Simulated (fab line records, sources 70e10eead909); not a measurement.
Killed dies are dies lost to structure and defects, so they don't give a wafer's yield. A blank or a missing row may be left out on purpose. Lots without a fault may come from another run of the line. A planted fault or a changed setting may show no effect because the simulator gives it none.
Chamber matching | flow nand_harc | NHARC_A_STAIRCASE_DEP_325 on pecvd-01: 3 sister chambers
The step deposits SiO2, target thk 7200 nm. 16 wafers are shown with their chamber, then 8 later ones without.

WAFERS WITH THEIR CHAMBER
wafer  | chamber | rf_fwd_power_W (W) | heater_power_w (W)
L076.2 | 0       | 499.1              | 791
L076.3 | 1       | 499.1              | 699
L076.4 | 0       | 500.5              | 656
L080.2 | 0       | 498.7              | 827
L080.4 | 2       | 498.4              | 654
L080.6 | 0       | 498.6              | 667
L087.3 | 2       | 500.7              | 742
L087.4 | 1       | 501.5              | 677
L087.6 | 0       | 501.4              | 642
L088.3 | 0       | 501.3              | 805
L088.4 | 1       | 498.9              | 692
L088.6 | 0       | 500.4              | 631
L091.3 | 0       | 499.3              | 715
L091.4 | 2       | 498.2              | 632
L091.6 | 0       | 499.5              | 643
L093.4 | 0       | 501.9              | 617

SIGNATURES (means of the wafers above)
reading        | chamber 0 | chamber 1 | chamber 2 | scatter within a chamber
rf_fwd_power_W | 500.070   | 499.833   | 499.100   | 1.27
heater_power_w | 699.40    | 689.33    | 676.00    | 70.1
Rule: a wafer's distance from a chamber is the root of the sum, over the readings, of the square of ((its reading less the chamber's mean) divided by the reading's scatter). The wafer belongs to the nearest chamber; if the next one is less than 2 further off, it can't be placed. The scatter: the root of (the sum of the squares of (reading less its chamber's mean) over the shown wafers, divided by (wafers less chambers)).

WAFERS WITHOUT THEIR CHAMBER
wafer  | rf_fwd_power_W (W) | heater_power_w (W)
L093.5 | 499.3              | 677
L093.6 | 498.7              | 640
L092.4 | 500.0              | 638
L092.5 | 500.7              | 628
L092.6 | 500.5              | 705
L095.2 | 500.7              | 799
L095.5 | 500.5              | 689
L095.6 | 501.4              | 661

WHICH CHAMBER EACH WENT THROUGH
wafer  | from the rows above          | in truth
L093.5 | can't be placed: 2 or 1 or 0 | 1
L093.6 | can't be placed: 2 or 1 or 0 | 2
L092.4 | can't be placed: 1 or 0 or 2 | 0
L092.5 | can't be placed: 1 or 0 or 2 | 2
L092.6 | can't be placed: 0 or 1 or 2 | 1
L095.2 | can't be placed: 0 or 1 or 2 | 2
L095.5 | can't be placed: 0 or 1 or 2 | 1
L095.6 | can't be placed: 0 or 1 or 2 | 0
Placed correctly: 0 of 8. Can't be placed from these rows: 8 (the true chamber is among the candidates in 8). Placed wrongly: 0.
